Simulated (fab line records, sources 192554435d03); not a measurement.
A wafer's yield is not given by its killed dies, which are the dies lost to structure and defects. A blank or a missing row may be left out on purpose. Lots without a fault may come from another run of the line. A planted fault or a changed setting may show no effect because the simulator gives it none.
Matching of chambers | flow n5Finfet | N5_SD_EPI_P_ETCH_16 on rieDiel-05 has 4 sister chambers
The step etches SiO2 in CHF3/O2, target depth 5 nm. 8 wafers are shown with their chamber, then 9 later ones without.

== EACH WAFER AND ITS CHAMBER ==
wafer  | chamber | showerheadPlenumPTorr (Torr) | throttleValvePct (%)
L081.2 | 3       | 2.52                         | 18.85
L081.4 | 0       | 2.43                         | 18.69
L081.6 | 0       | 2.43                         | 18.71
L083.1 | 2       | 2.38                         | 19.20
L083.6 | 1       | 2.28                         | 19.25
L085.1 | 1       | 2.28                         | 19.26
L085.2 | 2       | 2.38                         | 19.18
L085.4 | 3       | 2.51                         | 18.87

== WAFERS WHOSE CHAMBER IS MISSING ==
wafer  | showerheadPlenumPTorr (Torr) | throttleValvePct (%)
L086.1 | 2.51                         | 18.86
L086.3 | 2.28                         | 19.28
L086.4 | 2.43                         | 18.73
L090.1 | 2.28                         | 19.27
L090.2 | 2.42                         | 18.73
L090.5 | 2.28                         | 19.28
L096.1 | 2.51                         | 18.89
L096.3 | 2.37                         | 19.23
L096.5 | 2.38                         | 19.21

== THE CHAMBER EACH PASSED THROUGH ==
wafer  | from the rows above | in truth
L086.1 | 3                   | 3
L086.3 | 1                   | 1
L086.4 | 0                   | 0
L090.1 | 1                   | 1
L090.2 | 0                   | 0
L090.5 | 1                   | 1
L096.1 | 3                   | 3
L096.3 | 2                   | 2
L096.5 | 2                   | 2
Correctly placed: 9 of 9. Not placeable from these rows: 0. 0 placed wrongly.
How it was worked out, from the rows above alone: a wafer's distance from a chamber is the root of the sum, over the readings, of the square of ((its reading less the chamber's mean) divided by the reading's scatter). The wafer belongs to the nearest chamber; if the next one is less than 2 further off, it can't be placed. For every chamber, the mean is computed from those of its wafers that are shown. The scatter: take each reading less its chamber's mean, square it, sum over the shown wafers, divide by the number of wafers less the number of chambers, and take the root.
